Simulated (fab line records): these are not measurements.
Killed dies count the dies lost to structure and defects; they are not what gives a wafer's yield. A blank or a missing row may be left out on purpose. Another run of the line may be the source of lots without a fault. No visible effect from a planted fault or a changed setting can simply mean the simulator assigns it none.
Which tool did it? | flow nand_harc | Sampling: 6 lots, 18 wafers, 4 of 1302 route steps

## WHAT THE GAUGES SHOWED, per wafer
NHARC_P_GATE_CD_MEAS_11: target cd 1640 nm.
lot  | measured     | on        | cd_nm (nm)
L845 | day 4 17:07  | cd_sem-02 | 1636.7 1638.6 1636.6
L850 | day 6 20:26  | cd_sem-03 | 1640.6 1641.0 1640.0
L860 | day 11 01:07 | cd_sem-01 | 1638.6 1638.7 1637.6
L863 | day 12 03:25 | cd_sem-03 | 1641.8 1642.5 1642.0
L865 | day 13 05:15 | cd_sem-03 | 1641.4 1640.4 1639.7
L867 | day 13 19:53 | cd_sem-01 | 1640.1 1639.9 1639.2

## WHICH TOOL RAN EACH LOT (tool, then ch and the chambers of the sampled wafers, then the start)
lot  | NHARC_P_ZERO_WELL_DESCUM_13        | NHARC_P_ZERO_WELL_IMPLANT_40    | NHARC_P_STI_ETCH_42
L845 | rie_diel-13 ch 0,1,2, day 2 07:36  | implanter-02 ch 0, day 2 10:28  | rie_diel-09 ch 0,1,3, day 3 07:01
L850 | rie_diel-13 ch 0,1, day 4 09:17    | implanter-01 ch 0, day 4 12:19  | rie_diel-11 ch 1,2, day 5 08:11
L860 | rie_diel-13 ch 1,2,3, day 8 13:25  | implanter-02 ch 0, day 8 16:31  | rie_diel-08 ch 0,3, day 9 12:42
L863 | rie_diel-05 ch 0,3, day 9 19:25    | implanter-01 ch 0, day 9 22:16  | rie_diel-11 ch 0,3, day 10 20:04
L865 | rie_diel-13 ch 1,2,3, day 10 15:24 | implanter-01 ch 0, day 10 18:32 | rie_diel-08 ch 0,1,2, day 11 13:10
L867 | rie_diel-05 ch 0,1, day 11 11:41   | implanter-02 ch 0, day 11 14:38 | rie_diel-11 ch 0,1,2, day 12 09:39
- NHARC_P_ZERO_WELL_DESCUM_13: chemistry O2, time 3 s.
- NHARC_P_ZERO_WELL_IMPLANT_40
- NHARC_P_STI_ETCH_42: etches the open film in N2/H2, target depth 80 nm, overetch 24 nm, time 61 s.

## THE ANSWER, worked out from the rows above alone
Rule: the usual values come from the lots themselves. The widest of any qualifying gaps counts: lots, ordered by their means at a reading, are off when they make up no more than a third of the lots, leave a main group of 4 or more, and stand apart from it by 3 or more times the standard deviation of that group's means. Not used: any main group whose means are identical at the precision the tables above print for the reading. Also off: a lot with no number at a reading for which 4 or more lots have one. Where the step has rows for the other lots, those lots are counted as sound.
No lot is off at any reading shown: from this, nothing can be told.

## WHAT WAS PUT IN BY THE SIMULATOR
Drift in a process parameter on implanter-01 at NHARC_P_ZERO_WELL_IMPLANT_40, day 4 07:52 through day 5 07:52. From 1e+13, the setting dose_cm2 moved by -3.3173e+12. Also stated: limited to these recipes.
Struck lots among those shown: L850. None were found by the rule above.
